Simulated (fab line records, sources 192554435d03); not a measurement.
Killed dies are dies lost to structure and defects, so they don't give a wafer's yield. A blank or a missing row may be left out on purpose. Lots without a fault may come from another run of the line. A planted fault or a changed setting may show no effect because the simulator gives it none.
fab line records | flow n5_finfet
record lots=6 wafers=18 last_day=17
route steps=1938 shown MOL_CONTACT_COAG@623 BEOL_M0_SAQP@632 BEOL_M4@1111
lots that met no fault: from a run of the same line without faults
start_h: hours from the record's first day to the start of the lot's first wafer shown | wait_h: hours since the lot's step before | " the same as in the row above | L1.1+2: a row that stands for several wafers | - no value, or no start given | * or withheld: withheld | < > ~ a bound
route shown NAME@n: a module of which the file shows steps, and the number in the route of the first | usual: mean/standard deviation of fault-free wafers | same: alike in all rows | chamber/n: place in a boat | sites: the reading at each site | _std_site: their standard deviation | _edge_site: outer sites' mean less inner sites' | radius_mm: how far each site lies from the wafer's centre | mask NAME#n: copy n | behind: the tool/chamber that last shaped the wafer | hold: why the lot was held/for how many hours/how that ended | device: the transistor (n, p or np) that didn't switch | end of line: the same wafers' tests at the end of the route | a step without rows: its recipe alone | killed: dies lost to structure and defects at the first sort, not the wafer's yield | map: a wafer's dies, x killed, . not, _ none there
set.NAME: the setting as run; set.NAME@STEP: as run at that earlier step | model.NAME: the simulator's own value behind a step, which no gauge read
lots at some steps of the route; a table a step, a row a wafer
services: from which hour (start_h, from the record's first day; less than 0 if before it) a tool's chamber was out of use, for how many hours, and why
## steps
# step N5_MOL_CONTACT_COAG_PRE_CLEAN_121
# recipe gas=H2/He time_s=* temp_c=withheld
# step N5_MOL_CONTACT_COAG_CVD_140
# recipe material=W target_thk_a=665 mode=selective_fill temp_c=300 time_s=215
# step N5_MOL_CONTACT_COAG_PRECLEAN_127
# recipe chemistry=DIW time_s=57.5 temp_c=23
# step N5_MOL_CONTACT_COAG_SRD_128
# recipe dry_time_s=32 dry=n2_spin spin_rpm=1500
# step N5_MOL_CONTACT_COAG_CMP_52
# recipe stop_on=SiO2 t_overpolish_s=1.5 post_cmp_clean=w_dilute_nh4oh down_force_psi=4 platen_rpm=50.289 pad_velocity_m_s=1.0006 target_thk_nm=66.5
# step N5_MOL_CONTACT_COAG_THK_MEAS_53
# recipe reads=SiO2_of_MOL_CONTACT_COAG_PECVD_31
# usual VIA_MOL_THK=43.8/0.57
# columns lot.wafer tool chamber start_h wait_h VIA_MOL_THK[nm]
L182.4 film_metro-02 - 121.63 - 44.6
L182.5 " - " " 44.7
L182.6 " - " " 43.7
L191.1 film_metro-01 - 177.32 - 43.4
L191.2 " - " " 43.9
L191.4 " - " " 44.3
L192.1 film_metro-01 - 182.98 - 43.0
L192.2 " - " " 42.9
L192.6 " - " " 43.4
L193.2 film_metro-02 - 187.24 - 43.8
L193.3 " - " " 43.1
L193.6 " - " " 43.2
L198.3 film_metro-01 - 213.90 - 44.6
L198.4 " - " " 44.8
L198.6 " - " " 44.7
L199.3 film_metro-01 - 216.80 - 43.9
L199.5 " - " " 44.1
L199.6 " - " " 44.2
# step N5_MOL_CONTACT_COAG_ANNEAL_112
# recipe temp_c=400 time_s=1800 ambient=HPD2 pressure_atm=10
# usual spike_tc_lower_C=398.4/1 spike_tc_top_C=428.5/1 wafer_temp_C_max=402.3/0.48 zone_power_upper_pct=8.93/0.079
# columns lot.wafer tool chamber start_h wait_h spike_tc_lower_C spike_tc_top_C wafer_temp_C_max zone_power_upper_pct
L182.4 hp_anneal-01 0 121.65 0.0 400.1 427.0 401.8 8.85
L182.5 " 0 " " 398.9 428.6 402.1 8.87
L182.6 " 0 " " 399.8 428.9 401.5 8.87
L191.1 hp_anneal-01 0 177.35 0.0 399.7 427.9 402.2 9.00
L191.2 " 0 " " 398.3 427.5 402.4 8.91
L191.4 " 0 " " 398.0 428.4 402.9 8.95
L192.1 hp_anneal-01 0 183.01 0.0 397.9 428.5 402.8 8.96
L192.2 " 0 " " 399.1 429.0 402.1 8.99
L192.6 " 0 " " 399.4 429.8 401.9 8.89
L193.2 hp_anneal-01 0 187.26 0.0 398.9 428.9 402.1 9.00
L193.3 " 0 " " 399.4 427.3 402.5 8.86
L193.6 " 0 " " 398.6 427.9 401.9 8.87
L198.3 hp_anneal-01 0 213.92 0.0 398.9 428.8 403.1 8.89
L198.4 " 0 " " 399.4 429.5 401.8 8.91
L198.6 " 0 " " 398.5 430.2 402.8 8.87
L199.3 hp_anneal-01 0 216.92 0.1 397.1 427.6 402.2 9.03
L199.5 " 0 " " 397.1 427.7 402.0 9.00
L199.6 " 0 " " 397.7 427.5 402.2 8.98
# step N5_MOL_CONTACT_COAG_INSPECT_97
# recipe inspect_instrument=darkfield mode=post_anneal
# usual raw_defect_count=43/17
# columns lot.wafer tool chamber start_h wait_h raw_defect_count
L182.4 defect_inspect-02 - 124.74 0.1 26
L182.5 " - " " 35
L182.6 " - " " 62
L191.1 defect_inspect-02 - 180.37 0.0 41
L191.2 " - " " 38
L191.4 " - " " 48
L192.1 defect_inspect-01 - 186.03 0.0 29
L192.2 " - " " 32
L192.6 " - " " 42
L193.2 defect_inspect-01 - 190.31 0.0 68
L193.3 " - " " 40
L193.6 " - " " 45
L198.3 defect_inspect-02 - 216.99 0.1 27
L198.4 " - " " 27
L198.6 " - " " 27
L199.3 defect_inspect-02 - 219.99 0.1 23
L199.5 " - " " 25
L199.6 " - " " 18
# step N5_BEOL_M0_SAQP_PECVD_00
# recipe material=SiCN target_thk_a=80 temp_c=withheld precursor=3MS/NH3 pressure_torr=3 rf_w=202 time_s=14
# step N5_BEOL_M0_SAQP_ILD_DEP_01
# recipe material=SiOC target_thk_a=454.19 temp_c=350 precursor=DEMS/O2 pressure_torr=5 rf_w=500 time_s=8.7
# step N5_BEOL_M0_SAQP_HM_DEP_02
# recipe material=TiN target_thk_a=120 temp_c=25 chamber_pressure_pa=0.49996
# step N5_BEOL_M0_SAQP_PECVD_03
# recipe material=SiCN target_thk_a=120 temp_c=withheld precursor=3MS/NH3 pressure_torr=3 rf_w=202 time_s=21.1
# usual chamber_pressure_Torr=2.999/0.0065 rf_fwd_power_W=199.7/0.86 showerhead_plenum_p_Torr=3.669/0.012 throttle_valve_pct=9.2/0.45
# columns lot.wafer tool chamber start_h wait_h chamber_pressure_Torr rf_fwd_power_W showerhead_plenum_p_Torr throttle_valve_pct
L182.4 pecvd-02 2 126.54 0.1 3.000 200.4 3.685 9.1
L182.5 " 1 " " 3.004 198.1 3.651 9.4
L182.6 " 0 " " 3.008 200.0 3.690 8.6
L191.1 pecvd-02 0 181.94 0.1 - - - -
L191.2 " 1 " " - - - -
L191.4 " 1 " " - - - -
L192.1 pecvd-03 1 188.69 0.1 - - - -
L192.2 " 0 " " - - - -
L192.6 " 1 " " - - - -
L193.2 pecvd-02 0 190.85 0.1 3.008 200.5 3.688 8.8
L193.3 " 2 " " 3.002 199.8 3.679 9.3
L193.6 " 1 " " 3.010 200.4 3.659 9.5
L198.3 pecvd-02 0 219.00 0.1 3.007 199.0 3.682 8.8
L198.4 " 1 " " 2.999 198.7 3.653 9.5
L198.6 " 1 " " 3.003 198.7 3.668 9.7
L199.3 pecvd-02 0 221.09 0.1 2.985 199.7 3.684 8.8
L199.5 " 0 " " 2.992 199.7 3.691 8.5
L199.6 " 1 " " 3.007 199.2 3.655 9.5
# step N5_BEOL_M0_SAQP_PECVD_96
# recipe material=a-Si target_thk_a=450 temp_c=350 precursor=SiH4/He pressure_torr=3 rf_w=100 time_s=45.2
# step N5_BEOL_M0_SAQP_PECVD_97
# recipe material=SiNx target_thk_a=230 temp_c=350 precursor=SiH4/NH3/N2 pressure_torr=1.5 rf_w=300 time_s=19.9
# usual chamber_pressure_Torr=1.500/0.0034 heater_power_outer_w=297/46 heater_power_w=530/71 showerhead_plenum_p_Torr=5.16/0.056 throttle_valve_pct=40.4/1.9
# columns lot.wafer tool chamber start_h wait_h chamber_pressure_Torr heater_power_outer_w heater_power_w showerhead_plenum_p_Torr throttle_valve_pct
L182.4 pecvd-02 2 126.62 0.0 1.493 317 597 5.24 40.9
L182.5 " 1 " " 1.495 320 557 5.10 42.2
L182.6 " 0 " " 1.499 357 594 5.26 37.5
L191.1 pecvd-02 0 182.01 0.0 1.497 347 584 5.23 37.8
L191.2 " 1 " " 1.498 320 586 5.09 42.4
L191.4 " 1 " " 1.503 329 589 5.10 42.4
L192.1 pecvd-03 1 188.77 0.0 1.495 254 482 5.17 41.3
L192.2 " 0 " " 1.495 208 374 5.19 42.8
L192.6 " 1 " " 1.502 264 470 5.16 41.3
L193.2 pecvd-02 0 190.93 0.0 1.499 357 579 5.25 37.8
L193.3 " 2 " " 1.502 326 612 5.24 40.7
L193.6 " 1 " " 1.502 284 530 5.11 42.0
L198.3 pecvd-02 0 219.12 0.0 1.505 341 567 5.24 37.8
L198.4 " 1 " " 1.503 329 569 5.11 42.3
L198.6 " 1 " " 1.498 328 573 5.10 42.5
L199.3 pecvd-02 0 221.21 0.0 1.497 361 590 5.25 37.9
L199.5 " 0 " " 1.503 365 604 5.25 38.0
L199.6 " 1 " " 1.502 322 582 5.11 42.3
# step N5_BEOL_M0_SAQP_PECVD_04
# recipe material=a-Si target_thk_a=600 temp_c=350 precursor=SiH4/He pressure_torr=3 rf_w=100 time_s=60.2
# usual chamber_pressure_Torr=3.000/0.0062 heater_power_outer_w=338/44 heater_power_w=584/67 showerhead_plenum_p_Torr=5.68/0.041 throttle_valve_pct=18.5/0.85
# columns lot.wafer tool chamber start_h wait_h chamber_pressure_Torr heater_power_outer_w heater_power_w showerhead_plenum_p_Torr throttle_valve_pct
L182.4 pecvd-02 2 126.67 0.0 2.995 371 674 5.75 18.5
L182.5 " 1 " " 3.006 375 661 5.63 19.4
L182.6 " 0 " " 3.007 405 676 5.75 17.1
L191.1 pecvd-02 0 182.05 0.0 2.995 379 635 5.76 17.2
L191.2 " 1 " " 3.008 327 600 5.63 19.2
L191.4 " 1 " " 3.011 333 587 5.63 19.2
L192.1 pecvd-03 1 188.81 0.0 3.003 269 495 5.69 18.8
L192.2 " 0 " " 3.005 276 471 5.68 19.5
L192.6 " 1 " " 3.006 272 484 5.70 19.1
L193.2 pecvd-02 0 190.97 0.0 3.008 403 645 5.75 17.2
L193.3 " 2 " " 3.001 355 631 5.76 18.7
L193.6 " 1 " " 2.995 382 648 5.63 19.4
L198.3 pecvd-02 0 219.19 0.1 2.996 360 603 5.75 17.3
L198.4 " 1 " " 2.997 315 572 5.63 19.5
L198.6 " 1 " " 3.002 319 577 5.63 19.4
L199.3 pecvd-02 0 221.28 0.1 3.007 363 580 5.74 17.4
L199.5 " 0 " " 2.998 361 600 5.74 17.7
L199.6 " 1 " " 3.012 344 596 5.62 19.3
# step N5_BEOL_M0_SAQP_THK_MEAS_05
# usual thk_nm=59.8/0.83
# columns lot.wafer tool chamber start_h wait_h thk_nm
L182.4 film_metro-02 - 126.73 0.0 60.6
L182.5 " - " " 60.4
L182.6 " - " " 58.9
L191.1 film_metro-01 - 182.15 0.1 58.6
L191.2 " - " " 60.1
L191.4 " - " " 60.6
L192.1 film_metro-02 - 188.90 0.1 59.0
L192.2 " - " " 59.8
L192.6 " - " " 60.9
L193.2 film_metro-01 - 191.06 0.1 59.1
L193.3 " - " " 60.0
L193.6 " - " " 60.6
L198.3 film_metro-02 - 219.28 0.1 59.7
L198.4 " - " " 60.6
L198.6 " - " " 61.7
L199.3 film_metro-02 - 221.38 0.1 58.5
L199.5 " - " " 58.8
L199.6 " - " " 59.2
# step N5_BEOL_M0_SAQP_HM_DEP_111
# recipe material=SiO2 target_thk_a=120 temp_c=400 precursor=SiH4/N2O pressure_torr=0.75 rf_w=275 time_s=7.2
# usual heater_power_outer_w=448/63 heater_power_w=750/96 showerhead_plenum_p_Torr=8.18/0.11
# columns lot.wafer tool chamber start_h wait_h heater_power_outer_w heater_power_w showerhead_plenum_p_Torr
L182.4 pecvd-01 1 126.79 0.1 511 886 8.13
L182.5 " 2 " " 444 812 8.17
L182.6 " 0 " " 481 774 8.03
L191.1 pecvd-02 0 182.19 0.0 457 730 8.36
L191.2 " 2 " " 489 878 8.32
L191.4 " 1 " " 390 691 8.05
L192.1 pecvd-01 1 188.94 0.0 496 818 8.12
L192.2 " 2 " " 379 708 8.17
L192.6 " 2 " " 383 714 8.20
L193.2 pecvd-03 1 191.10 0.0 402 661 8.21
L193.3 " 2 " " 463 744 8.12
L193.6 " 0 " " 314 524 8.20
L198.3 pecvd-03 0 219.34 0.1 363 595 8.18
L198.4 " 1 " " 415 691 8.19
L198.6 " 1 " " 420 710 8.22
L199.3 pecvd-01 1 221.41 0.0 533 895 8.10
L199.5 " 0 " " 550 842 8.05
L199.6 " 1 " " 555 900 8.09
# step N5_BEOL_M0_SAQP_COAT_81
# recipe resist=SOC temp_c=250 time_s=60 spin_rpm=1500 resist_thk_nm=100
# step N5_BEOL_M0_SAQP_COAT_82
# recipe resist=SiARC temp_c=220 time_s=60 spin_rpm=1500 resist_thk_nm=30
# step N5_BEOL_M0_SAQP_COAT_08
# recipe resist=CAR-ArF spin_rpm=1500 resist_thk_nm=90
# step N5_BEOL_M0_SAQP_EBR_10
# recipe solvent=PGMEA ebr_width_mm=1.5
# step N5_BEOL_M0_SAQP_SOFTBAKE_09
# recipe temp_c=110 time_s=60 resist=CAR-ArF
# step N5_BEOL_M0_SAQP_EXPOSE_11
# recipe mask_id=M0_CORE na=1.35 source_shape=dipole sigma_inner=0.538 sigma_outer=0.738 polarization=te target_cd_nm=42 dose_mj=55
# step N5_BEOL_M0_SAQP_PEB_12
# recipe peb_temp_c=withheld peb_time_s=60 resist=CAR-ArF
# step N5_BEOL_M0_SAQP_DEVELOP_13
# recipe develop_time_s=30 developer=TMAH resist=CAR-ArF dev_temp_c=23 rinse_liquid=diw dry=air_spin
# step N5_BEOL_M0_SAQP_CD_MEAS_14
# recipe target_cd_nm=42.5 landing_energy_ev=500 detector=se_inlens
# usual cd_nm=42.5/0.36
# columns lot.wafer tool chamber start_h wait_h cd_nm
L182.4 cd_sem-02 0 127.09 - 43.0
L182.5 " 0 " " 42.9
L182.6 " 0 " " 43.0
L191.1 cd_sem-03 0 182.63 - 42.8
L191.2 " 0 " " 42.5
L191.4 " 0 " " 42.9
L192.1 cd_sem-01 0 189.26 - 42.8
L192.2 " 0 " " 42.0
L192.6 " 0 " " 42.7
L193.2 cd_sem-01 0 191.55 - 42.7
L193.3 " 0 " " 42.2
L193.6 " 0 " " 41.7
L198.3 cd_sem-03 0 219.79 - 43.0
L198.4 " 0 " " 42.7
L198.6 " 0 " " 42.5
L199.3 cd_sem-03 0 221.86 - 42.6
L199.5 " 0 " " 43.1
L199.6 " 0 " " 42.1
# step N5_BEOL_M0_SAQP_OVL_MEAS_15
# recipe points_per_wafer=44
# usual M0_CORE_OVL=0.2/0.71
# columns lot.wafer tool chamber start_h wait_h M0_CORE_OVL[nm]
L182.4 overlay-02 0 127.12 0.0 0.3
L182.5 " 0 " " -0.8
L182.6 " 0 " " 0.1
L191.1 overlay-01 0 182.66 0.0 0.0
L191.2 " 0 " " 0.2
L191.4 " 0 " " -0.4
L192.1 overlay-01 0 189.29 0.0 0.2
L192.2 " 0 " " 1.2
L192.6 " 0 " " 0.8
L193.2 overlay-01 0 191.58 0.0 1.0
L193.3 " 0 " " -0.1
L193.6 " 0 " " 1.1
L198.3 overlay-02 0 219.82 0.0 0.3
L198.4 " 0 " " -0.1
L198.6 " 0 " " 0.0
L199.3 overlay-01 0 221.89 0.0 0.2
L199.5 " 0 " " 0.5
L199.6 " 0 " " 1.1
# step N5_BEOL_M0_SAQP_INSPECT_16
# recipe mode=adi inspect_instrument=brightfield
# usual raw_defect_count=423/120
# columns lot.wafer tool chamber start_h wait_h raw_defect_count
L182.4 defect_inspect-02 - 127.15 0.0 438
L182.5 " - " " 586
L182.6 " - " " 321
L191.1 defect_inspect-01 - 182.68 0.0 255
L191.2 " - " " 308
L191.4 " - " " 230
L192.1 defect_inspect-01 - 189.32 0.0 437
L192.2 " - " " 255
L192.6 " - " " 272
L193.2 defect_inspect-02 - 191.60 0.0 366
L193.3 " - " " 391
L193.6 " - " " 467
L198.3 defect_inspect-02 - 219.85 0.0 271
L198.4 " - " " 488
L198.6 " - " " 512
L199.3 defect_inspect-02 - 221.92 0.0 447
L199.5 " - " " 550
L199.6 " - " " 632
# step N5_BEOL_M0_SAQP_DESCUM_19
# recipe chemistry=O2 time_s=7.9 source_power_w=50 bias_power_w=20 pressure_mtorr=20 rf_frequency_hz=2.712e+07 temp_c=40 resist=CAR-ArF o2_flow_sccm=225
# step N5_BEOL_M0_SAQP_ETCH_83
# recipe chemistry=CF4 target=SiARC target_depth_a=390 mask_material=CAR-ArF time_s=65 ion_energy_ev=80 pressure_mtorr=40 source_w=545 bias_w=36 Ar_flow_sccm=100 cf4_flow_sccm=100 ends=cleared
# step N5_BEOL_M0_SAQP_ETCH_84
# recipe chemistry=N2/H2 target=SOC target_depth_a=1000 overetch_a=200 mask_material=SiARC temp_c=40 time_s=150 ion_energy_ev=200 pressure_mtorr=30 source_w=840 bias_w=150 n2_flow_sccm=200 h2_flow_sccm=200
# step N5_BEOL_M0_SAQP_STRIP_80
# recipe chemistry=N2/H2 temp_c=40 n2_flow_sccm=200 h2_flow_sccm=200 rf_frequency_hz=6e+07
# step N5_BEOL_M0_SAQP_HM_OPEN_112
# recipe chemistry=CHF3/O2 target=SiO2 stop_on=a-Si target_depth_a=120 over_etch_frac=1.25 mask_material=SOC time_s=13.5 pressure_mtorr=30 source_w=650 bias_w=170 Ar_flow_sccm=200 CHF3_flow_sccm=50 O2_flow_sccm=5 ion_energy_ev=200 ends=end_point
# step N5_BEOL_M0_SAQP_STRIP_113
# recipe chemistry=CHF3/O2 resist=SiARC rf_frequency_hz=6e+07
# step N5_BEOL_M0_SAQP_MANDREL_ETCH_20
# recipe target_depth_a=600 chemistry=HBr/Cl2 target=a-Si stop_on=SiNx bt_time_s=10 mask_material=SOC over_etch_frac=0.5 time_s=30 pressure_mtorr=10 icp_w=800 bias_w=75 HBr_flow_sccm=150 Cl2_flow_sccm=80 ends=end_point
# usual HBr_flow_sccm=150.0/0.47 drypump_motor_current_A=5.7/0.46 oes_product_au=0.782/0.011 throttle_valve_pct=35.28/0.26
# columns lot.wafer tool chamber start_h wait_h HBr_flow_sccm drypump_motor_current_A oes_product_au rf_hours_counter_h throttle_valve_pct
L182.4 rie_si-03 2 127.59 0.0 150.0 5.0 0.780 91 35.29
L182.5 " 0 " " 150.1 5.7 0.790 - 35.53
L182.6 " 3 " " 150.0 6.3 0.789 - 35.28
L191.1 rie_si-02 0 182.99 0.0 150.2 5.3 0.776 35 34.77
L191.2 " 1 " " 150.5 5.3 0.765 0 35.55
L191.4 " 1 " " 150.9 5.3 0.762 - 35.54
L192.1 rie_si-03 1 189.63 0.0 150.0 5.5 0.768 188 34.92
L192.2 " 0 " " 150.6 5.7 0.786 100 35.54
L192.6 " 3 " " 150.7 6.2 0.801 - 35.23
L193.2 rie_si-02 3 191.91 0.0 149.1 6.1 0.770 34 35.12
L193.3 " 0 " " 149.1 5.4 0.790 35 34.74
L193.6 " 1 " " 150.6 5.3 0.760 - 35.54
L198.3 rie_si-02 2 220.15 0.0 150.1 5.7 0.779 106 35.47
L198.4 " 0 " " 149.8 5.4 0.796 35 34.73
L198.6 " 1 " " 150.1 5.3 0.773 - 35.52
L199.3 rie_si-03 0 222.22 0.0 150.2 5.7 0.771 100 35.56
L199.5 " 2 " " 150.4 5.1 0.772 - 35.30
L199.6 " 0 " " 150.3 5.7 0.779 - 35.54
# step N5_BEOL_M0_SAQP_STRIP_86
# recipe chemistry=N2/H2 power_w=500 temp_c=40 pressure_mtorr=50 rf_frequency_hz=6e+07 overash_fraction=0.3 bias_power_w=28 h2_frac=0.5 n2_flow_sccm=300 h2_flow_sccm=300
# step N5_BEOL_M0_SAQP_STRIP_115
# recipe chemistry=post_etch_residue_remover time_s=60 temp_c=25 remover_ph=withheld remover_water_wt_pct=withheld remover_fluoride_wt_pct=withheld
# step N5_BEOL_M0_SAQP_SRD_93
# recipe dry=ipa_marangoni time_s=30 temp_c=23 rinse_liquid=diw
# step N5_BEOL_M0_SAQP_RECESS_114
# recipe chemistry=HF/NH3 target=SiO2 target_depth_a=144 afs_cycles=3 temp_c=30 sublimation_temp_c=180 sublimation_time_s=60
# step N5_BEOL_M0_SAQP_SPACER1_ALD_98
# recipe material=SiO2 target_thk_a=128 temp_c=300 ald_precursor_family=BDEAS ald_co_reactant=O2-plasma pulse_time_s=1 purge_time_s=2 co_reactant_purge_time_s=2 ald_cycles=138 pressure_torr=2
# step N5_BEOL_M0_SAQP_SPACER1_ETCHBACK_99
# recipe chemistry=CHF3/O2 mode=anisotropic_etchback target=SiO2 target_depth_a=154 time_s=7.7 pressure_mtorr=30 source_w=650 bias_w=170 Ar_flow_sccm=200 CHF3_flow_sccm=50 O2_flow_sccm=5 ion_energy_ev=200
# step N5_BEOL_M0_SAQP_CD_MEAS_29
# recipe target_cd_nm=14.4 landing_energy_ev=1000 detector=se_inlens
# usual cd_nm=14.99/0.23
# columns lot.wafer tool chamber start_h wait_h cd_nm
L182.4 cd_sem-02 0 131.03 0.1 15.20
L182.5 " 0 " " 15.59
L182.6 " 0 " " 14.92
L191.1 cd_sem-02 0 186.90 0.1 -
L191.2 " 0 " " -
L191.4 " 0 " " -
L192.1 cd_sem-03 0 192.69 0.1 -
L192.2 " 0 " " -
L192.6 " 0 " " -
L193.2 cd_sem-01 0 195.05 0.1 14.97
L193.3 " 0 " " 15.31
L193.6 " 0 " " 14.85
L198.3 cd_sem-01 0 223.20 0.1 15.12
L198.4 " 0 " " 15.11
L198.6 " 0 " " 15.53
L199.3 cd_sem-02 0 225.50 0.1 14.68
L199.5 " 0 " " 15.11
L199.6 " 0 " " 15.28
# step N5_BEOL_M4_RC_MEAS_101
# usual DIBL_N=36.5/1.7 DIBL_P=36.3/2.1 IOFF_N=0.16/0.036 IOFF_P=0.21/0.037 ION_N=676/12 ION_P=462/7.6 SS_N=71.5/0.68 SS_P=73.3/0.63 VT_N=249/3.5 VT_P=-250/3.5
# columns lot.wafer tool chamber start_h wait_h DIBL_N[mV/V] DIBL_P[mV/V] IOFF_N[nA/um] IOFF_P[nA/um] ION_N[uA/um] ION_P[uA/um] SS_N[mV/dec] SS_P[mV/dec] VT_N[mV] VT_P[mV]
L182.4 prober-02 0 190.31 0.5 37.0 36.1 0.17 0.24 683 467 71.5 73.7 247 -245
L182.5 " 0 " " 37.4 36.1 0.19 0.25 686 472 72.0 73.9 247 -245
L182.6 " 0 " " 36.1 35.0 0.15 0.22 670 464 72.0 73.3 248 -249
L193.2 prober-02 0 251.75 0.2 40.0 41.2 0.30 0.30 700 468 72.7 74.5 239 -247
L193.3 " 0 " " 35.3 35.6 0.16 0.19 685 459 72.0 72.3 248 -253
L193.6 " 0 " " 35.2 36.5 0.16 0.20 683 465 72.4 72.7 248 -253
L198.3 prober-01 0 284.71 0.5 36.2 35.5 0.14 0.17 675 454 71.0 73.0 253 -256
L198.4 " 0 " " 38.5 38.5 0.17 0.21 672 457 72.2 73.7 250 -253
L198.6 " 0 " " 38.8 38.3 0.19 0.20 680 457 72.1 74.6 249 -255
L199.3 prober-02 0 289.36 0.3 37.2 38.4 0.17 0.23 685 472 71.2 73.4 249 -250
L199.5 " 0 " " 39.6 40.0 0.21 0.26 688 466 71.6 74.5 246 -250
L199.6 " 0 " " 35.2 35.2 0.12 0.18 668 465 71.9 73.1 255 -251
## services
# columns tool chamber start_h hours kind
pecvd-02 - 101.13 0.5 repair
pecvd-02 - 103.94 2.8 pm
rie_si-02 1 129.08 9.9 repair
rie_si-02 1 140.73 - clean
rie_si-02 1 140.73 18.0 scheduled_down
rie_si-02 1 140.73 18.0 vent_cycle
hp_anneal-01 - 142.64 4.2 repair
rie_si-03 1 152.82 1.6 repair
pecvd-03 2 164.67 13.1 repair
pecvd-02 2 166.59 - calibration
rie_si-02 2 180.45 3.1 repair
rie_si-03 1 191.32 4.3 repair
rie_si-03 0 198.88 9.0 repair
pecvd-02 2 202.38 - clean
pecvd-02 2 202.38 - consumable_replace:showerhead
pecvd-02 2 202.38 29.0 scheduled_down
pecvd-02 2 202.38 29.0 vent_cycle
rie_si-03 1 207.89 - clean
rie_si-03 1 207.89 31.3 scheduled_down
rie_si-03 1 207.89 31.3 vent_cycle
pecvd-03 2 210.24 18.6 repair
pecvd-01 0 214.63 5.5 scheduled_down
rie_si-02 - 222.04 28.1 pm
## key
first_sign step=N5_BEOL_M0_SAQP_PECVD_03 reading=tool_record direction=missing
effect step=N5_BEOL_M0_SAQP_CD_MEAS_29 reading=cd_nm direction=missing
met_at N5_BEOL_M0_SAQP_PECVD_03
struck_wafers L191.1,L191.2,L191.4,L192.1,L192.2,L192.6
later_rows_left_out L191.1,L191.2,L191.4,L192.1,L192.2,L192.6
sort_left_out L191.1,L191.2,L191.4,L192.1,L192.2,L192.6
onset_between 126.54 181.94
fault kind=skipped_step_whole tool=pecvd-02,pecvd-03 chamber=- onset_h=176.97 steps=N5_BEOL_M0_SAQP_PECVD_03 scope=struck_lots_only
# sort_left_out: the simulated sort isn't trusted on such a fault, so these wafers' sort isn't shown, and their yield isn't known
# later_rows_left_out: the simulator's readings of these wafers behind a module that went badly wrong aren't trusted and aren't shown, but for the sort
